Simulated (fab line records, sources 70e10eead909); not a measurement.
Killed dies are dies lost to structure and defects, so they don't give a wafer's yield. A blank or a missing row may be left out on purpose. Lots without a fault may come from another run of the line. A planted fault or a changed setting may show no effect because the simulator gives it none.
Which tool did it? | flow nand_harc | 24 lots, 72 wafers sampled, at 4 steps of a route of 1302

WHAT THE GAUGES READ, wafer by wafer
NHARC_P_CONTACT_CD_MEAS_19. Usual: cd_nm 89.8 nm, standard deviation 1.7.
lot  | measured     | on        | cd_nm (nm)     | flag
L074 | day 5 20:58  | cd_sem-01 | 90.9 89.3 89.4 |
L075 | day 6 10:41  | cd_sem-03 | 89.0 88.2 94.3 |
L076 | day 6 22:36  | cd_sem-03 | 90.5 90.3 91.0 |
L077 | day 7 06:12  | cd_sem-01 | 87.5 89.2 89.2 |
L079 | day 8 00:32  | cd_sem-02 | 91.2 89.8 90.3 |
L078 | day 8 00:52  | cd_sem-03 | 87.8 90.9 87.8 |
L080 | day 8 18:17  | cd_sem-02 | 91.4 90.4 86.4 |
L081 | day 8 23:55  | cd_sem-03 | 86.0 88.9 91.6 |
L082 | day 9 06:40  | cd_sem-02 | 88.9 88.5 89.0 |
L083 | day 9 16:47  | cd_sem-02 | 92.6 90.1 93.3 |
L084 | day 10 10:46 | cd_sem-02 | 86.9 89.2 90.6 |
L085 | day 10 16:07 | cd_sem-02 | 93.5 91.4 93.4 |
L086 | day 10 19:55 | cd_sem-03 | 90.6 87.5 87.4 |
L087 | day 11 03:11 | cd_sem-03 | 89.7 92.3 90.5 |
L089 | day 11 23:07 | cd_sem-02 | 91.0 91.9 89.1 |
L088 | day 11 23:21 | cd_sem-02 | 88.4 89.1 88.0 |
L090 | day 12 14:55 | cd_sem-02 | 88.8 90.0 88.8 |
L091 | day 12 19:40 | cd_sem-01 | 88.4 88.6 88.2 |
L092 | day 13 16:01 | cd_sem-01 | 90.1 90.3 90.1 |
L093 | day 13 16:50 | cd_sem-02 | 88.1 90.5 91.1 |
L094 | day 14 06:40 | cd_sem-02 | 89.9 90.5 92.7 |
L095 | day 14 19:44 | cd_sem-03 | 91.7 90.6 88.8 |
L096 | day 15 04:44 | cd_sem-02 | 94.1 91.2 90.5 |
L097 | day 15 12:40 | cd_sem-01 | 90.7 91.4 91.1 |

WHICH TOOL RAN EACH LOT (tool, then ch and the chambers of the sampled wafers, then the start)
lot  | NHARC_P_GATE_RTA_82              | NHARC_P_CONTACT_ETCH_36                       | NHARC_P_CONTACT_ETCH_18
L074 | rtp_anneal-01 ch 0, day 5 17:47  | rie_diel-10 ch 0,1,2, day 5 20:58 or earlier  | rie_diel-10 ch 0,2, day 5 20:58 or earlier
L075 | rtp_anneal-02 ch 0, day 6 07:44  | rie_diel-01 ch 0,1,3, day 6 10:41 or earlier  | rie_diel-01 ch 0,1,3, day 6 10:41 or earlier
L076 | rtp_anneal-01 ch 0, day 6 18:02  | rie_diel-07 ch 0,3, day 6 22:36 or earlier    | rie_diel-07 ch 1,2,3, day 6 22:36 or earlier
L077 | rtp_anneal-01 ch 0, day 7 03:17  | rie_diel-01 ch 0,1,3, day 7 06:12 or earlier  | rie_diel-01 ch 1,3, day 7 06:12 or earlier
L079 | rtp_anneal-01 ch 0, day 7 21:32  | rie_diel-10 ch 0,2, day 8 00:32 or earlier    | rie_diel-10 ch 0,2, day 8 00:32 or earlier
L078 | rtp_anneal-02 ch 0, day 7 21:53  | rie_diel-01 ch 0,3, day 8 00:52 or earlier    | rie_diel-01 ch 0,1,3, day 8 00:52 or earlier
L080 | rtp_anneal-01 ch 0, day 8 15:16  | rie_diel-07 ch 0,2,3, day 8 18:17 or earlier  | rie_diel-07 ch 0,2, day 8 18:17 or earlier
L081 | rtp_anneal-01 ch 0, day 8 21:03  | rie_diel-10 ch 1,2,3, day 8 23:55 or earlier  | rie_diel-10 ch 0,1,3, day 8 23:55 or earlier
L082 | rtp_anneal-01 ch 0, day 9 03:55  | rie_diel-01 ch 0,1,3, day 9 06:40 or earlier  | rie_diel-01 ch 1,2,3, day 9 06:40 or earlier
L083 | rtp_anneal-02 ch 0, day 9 14:06  | rie_diel-07 ch 1,2, day 9 16:47 or earlier    | rie_diel-07 ch 0,1,3, day 9 16:47 or earlier
L084 | rtp_anneal-02 ch 0, day 10 07:49 | rie_diel-10 ch 1,2,3, day 10 10:46 or earlier | rie_diel-10 ch 1,2,3, day 10 10:46 or earlier
L085 | rtp_anneal-02 ch 0, day 10 13:15 | rie_diel-07 ch 0,1, day 10 16:07 or earlier   | rie_diel-07 ch 1,2, day 10 16:07 or earlier
L086 | rtp_anneal-01 ch 0, day 10 17:11 | rie_diel-01 ch 2,3, day 10 19:55 or earlier   | rie_diel-01 ch 0,1, day 10 19:55 or earlier
L087 | rtp_anneal-02 ch 0, day 11 00:24 | rie_diel-07 ch 0,1,2, day 11 03:11 or earlier | rie_diel-07 ch 1,2,3, day 11 03:11 or earlier
L089 | rtp_anneal-02 ch 0, day 11 20:16 | rie_diel-10 ch 0,1,3, day 11 23:07 or earlier | rie_diel-10 ch 0,1,3, day 11 23:07 or earlier
L088 | rtp_anneal-01 ch 0, day 11 20:31 | rie_diel-01 ch 2,3, day 11 23:21 or earlier   | rie_diel-01 ch 0,2,3, day 11 23:21 or earlier
L090 | rtp_anneal-02 ch 0, day 12 12:00 | rie_diel-01 ch 1,3, day 12 14:55 or earlier   | rie_diel-01 ch 0,2, day 12 14:55 or earlier
L091 | rtp_anneal-02 ch 0, day 12 16:49 | rie_diel-10 ch 1,2,3, day 12 19:40 or earlier | rie_diel-10 ch 0,1, day 12 19:40 or earlier
L092 | rtp_anneal-01 ch 0, day 13 13:10 | rie_diel-10 ch 2,3, day 13 16:01 or earlier   | rie_diel-10 ch 0,1,2, day 13 16:01 or earlier
L093 | rtp_anneal-01 ch 0, day 13 13:56 | rie_diel-07 ch 0,2,3, day 13 16:50 or earlier | rie_diel-07 ch 0,3, day 13 16:50 or earlier
L094 | rtp_anneal-01 ch 0, day 14 03:47 | rie_diel-07 ch 0,1,2, day 14 06:40 or earlier | rie_diel-07 ch 0,1, day 14 06:40 or earlier
L095 | rtp_anneal-02 ch 0, day 14 16:43 | rie_diel-01 ch 2,3, day 14 19:44 or earlier   | rie_diel-01 ch 2,3, day 14 19:44 or earlier
L096 | rtp_anneal-01 ch 0, day 15 01:56 | rie_diel-07 ch 0,3, day 15 04:44 or earlier   | rie_diel-07 ch 1,2,3, day 15 04:44 or earlier
L097 | rtp_anneal-01 ch 0, day 15 09:45 | rie_diel-07 ch 0,3, day 15 12:40 or earlier   | rie_diel-07 ch 0,2,3, day 15 12:40 or earlier
- NHARC_P_GATE_RTA_82: time 30 s.
- NHARC_P_CONTACT_ETCH_36: etches the open film in N2/H2, target depth 260 nm, time 406.25 s.
- NHARC_P_CONTACT_ETCH_18: etches the open film in C4F8/O2/Ar, target depth 481 nm, time 240.5 s.

WHAT THE TOOLS THEMSELVES READ (means of the sampled wafers that have a number; where no wafer has one, the mark that the record gives instead)
NHARC_P_GATE_RTA_82. Usual: lamp_power_pct 3.69 %, standard deviation 0.041; wafer_temp_C_max 453.5, standard deviation 0.67.
lot  | tool          | lamp_power_pct (%) | wafer_temp_C_max | flag
L074 | rtp_anneal-01 | 3.72               | 453.5            |
L075 | rtp_anneal-02 | 3.64               | 453.0            |
L076 | rtp_anneal-01 | 3.73               | 454.3            |
L077 | rtp_anneal-01 | 3.72               | 453.2            |
L079 | rtp_anneal-01 | 3.72               | 453.3            |
L078 | rtp_anneal-02 | 3.64               | 453.3            |
L080 | rtp_anneal-01 | 3.72               | 453.6            |
L081 | rtp_anneal-01 | 3.73               | 454.4            |
L082 | rtp_anneal-01 | 3.72               | 453.7            |
L083 | rtp_anneal-02 | 3.64               | 453.3            |
L084 | rtp_anneal-02 | 3.64               | 453.1            |
L085 | rtp_anneal-02 | 3.64               | 453.7            |
L086 | rtp_anneal-01 | 3.72               | 453.2            |
L087 | rtp_anneal-02 | 3.64               | 452.9            |
L089 | rtp_anneal-02 | 3.64               | 453.0            |
L088 | rtp_anneal-01 | 3.73               | 453.6            |
L090 | rtp_anneal-02 | 3.64               | 453.5            |
L091 | rtp_anneal-02 | 3.64               | 453.0            |
L092 | rtp_anneal-01 | 3.72               | 453.3            |
L093 | rtp_anneal-01 | 3.73               | 453.6            |
L094 | rtp_anneal-01 | 3.72               | 453.1            |
L095 | rtp_anneal-02 | 3.64               | 453.5            |
L096 | rtp_anneal-01 | 3.72               | 454.1            |
L097 | rtp_anneal-01 | 3.72               | 453.8            |

NHARC_P_CONTACT_ETCH_36. Usual: chamber_pressure_mTorr 29.996 mTorr, standard deviation 0.026; drypump_motor_current_A 5.7 A, standard deviation 0.41; oes_product_au 0.999 a.u., standard deviation 0.0094; rf_vpp_V 430.1 V, standard deviation 2.6; showerhead_plenum_p_Torr 2.02 Torr, standard deviation 0.09; throttle_valve_pct 14.171 %, standard deviation 0.0095.
lot  | tool        | chamber_pressure_mTorr (mTorr) | drypump_motor_current_A (A) | oes_product_au (a.u.) | rf_vpp_V (V) | showerhead_plenum_p_Torr (Torr) | throttle_valve_pct (%) | flag
L074 | rie_diel-10 | 29.995                         | 5.6                         | 1.011                 | 431.7        | 2.08                            | 14.170                 |
L075 | rie_diel-01 | 29.992                         | 5.2                         | 0.998                 | 428.1        | 1.96                            | 14.171                 |
L076 | rie_diel-07 | 30.008                         | 5.9                         | 1.000                 | 431.5        | 2.07                            | 14.169                 |
L077 | rie_diel-01 | 29.987                         | 5.2                         | 1.002                 | 428.2        | 1.97                            | 14.175                 |
L079 | rie_diel-10 | 30.001                         | 5.7                         | 1.012                 | 432.9        | 2.14                            | 14.172                 |
L078 | rie_diel-01 | 30.002                         | 5.2                         | 1.001                 | 430.0        | 2.00                            | 14.170                 |
L080 | rie_diel-07 | 30.002                         | 5.9                         | 0.990                 | 429.5        | 2.01                            | 14.167                 |
L081 | rie_diel-10 | 29.972                         | 5.7                         | 0.991                 | 429.5        | 2.02                            | 14.178                 |
L082 | rie_diel-01 | 29.984                         | 5.2                         | 0.997                 | 428.4        | 1.96                            | 14.162                 |
L083 | rie_diel-07 | 30.018                         | 6.2                         | 0.995                 | 430.8        | 2.05                            | 14.172                 |
L084 | rie_diel-10 | 30.009                         | 5.7                         | 0.994                 | 430.1        | 2.02                            | 14.168                 |
L085 | rie_diel-07 | 29.979                         | 6.2                         | 1.001                 | 433.9        | 2.12                            | 14.173                 |
L086 | rie_diel-01 | 29.980                         | 5.6                         | 0.993                 | 430.8        | 2.04                            | 14.169                 |
L087 | rie_diel-07 | 30.006                         | 6.0                         | 0.991                 | 431.3        | 2.07                            | 14.175                 |
L089 | rie_diel-10 | 30.014                         | 5.8                         | 0.999                 | 429.4        | 2.02                            | 14.176                 |
L088 | rie_diel-01 | 30.016                         | 5.6                         | 0.990                 | 430.1        | 2.04                            | 14.169                 |
L090 | rie_diel-01 | 29.961                         | 5.3                         | 1.001                 | 427.8        | 1.94                            | 14.174                 |
L091 | rie_diel-10 | 29.972                         | 5.7                         | 1.000                 | 430.6        | 2.02                            | 14.169                 |
L092 | rie_diel-10 | 30.002                         | 6.1                         | 0.998                 | 430.3        | 2.02                            | 14.183                 |
L093 | rie_diel-07 | 30.001                         | 5.9                         | 1.008                 | 429.5        | 2.01                            | 14.173                 |
L094 | rie_diel-07 | 29.968                         | 6.0                         | 0.999                 | 431.0        | 2.07                            | 14.172                 |
L095 | rie_diel-01 | 29.966                         | 5.4                         | 0.995                 | 430.0        | 2.00                            | 14.164                 |
L096 | rie_diel-07 | 29.975                         | 6.1                         | 0.996                 | 429.8        | 1.99                            | 14.168                 |
L097 | rie_diel-07 | 30.002                         | 5.9                         | 0.998                 | 432.0        | 2.07                            | 14.171                 |

NHARC_P_CONTACT_ETCH_18. Usual: chamber_pressure_mTorr 25.001 mTorr, standard deviation 0.025; oes_product_au 0.959 a.u., standard deviation 0.019; rf_vpp_V 977 V, standard deviation 5.5.
lot  | tool        | chamber_pressure_mTorr (mTorr) | oes_product_au (a.u.) | rf_vpp_V (V) | flag
L074 | rie_diel-10 | 25.020                         | 0.970                 | 984          |
L075 | rie_diel-01 | 24.979                         | 0.972                 | 974          |
L076 | rie_diel-07 | 24.983                         | 0.957                 | 976          |
L077 | rie_diel-01 | 25.005                         | 0.961                 | 971          |
L079 | rie_diel-10 | 24.994                         | 0.966                 | 984          |
L078 | rie_diel-01 | 24.985                         | 0.963                 | 974          |
L080 | rie_diel-07 | 25.013                         | 0.941                 | 977          |
L081 | rie_diel-10 | 24.996                         | 0.965                 | 977          |
L082 | rie_diel-01 | 24.977                         | 0.973                 | 975          |
L083 | rie_diel-07 | 25.006                         | 0.965                 | 979          |
L084 | rie_diel-10 | 25.001                         | 0.917                 | 976          |
L085 | rie_diel-07 | 25.010                         | 0.946                 | 976          |
L086 | rie_diel-01 | 25.008                         | 0.972                 | 972          |
L087 | rie_diel-07 | 24.987                         | 0.955                 | 975          |
L089 | rie_diel-10 | 24.986                         | 0.976                 | 978          |
L088 | rie_diel-01 | 25.000                         | 0.926                 | 977          |
L090 | rie_diel-01 | 24.987                         | 0.965                 | 978          |
L091 | rie_diel-10 | 25.011                         | 0.972                 | 976          |
L092 | rie_diel-10 | 25.008                         | 0.926                 | 980          |
L093 | rie_diel-07 | 25.002                         | 0.968                 | 980          |
L094 | rie_diel-07 | 24.995                         | 0.980                 | 982          |
L095 | rie_diel-01 | 25.020                         | 0.958                 | 978          |
L096 | rie_diel-07 | 24.999                         | 0.969                 | 974          |
L097 | rie_diel-07 | 25.019                         | 0.966                 | 976          |

THE ANSWER, worked out from the rows above alone
Rule: a lot is off if the mean of its wafers that have a number lies more than 3 standard deviations from the usual mean. A lot without any number at a reading at which 4 lots or more have one is off too. The other lots that the step has rows for count as sound. The gauges are gone through in route order, then the tools' own readings, and for those a lot's mean is taken as printed above. The first step at which some lot is off is used, and at that step the reading that is off furthest; a lot without a number counts as furthest.
No lot is off at any reading shown: from this, nothing can be told.

WHAT THE SIMULATOR HAD PUT IN
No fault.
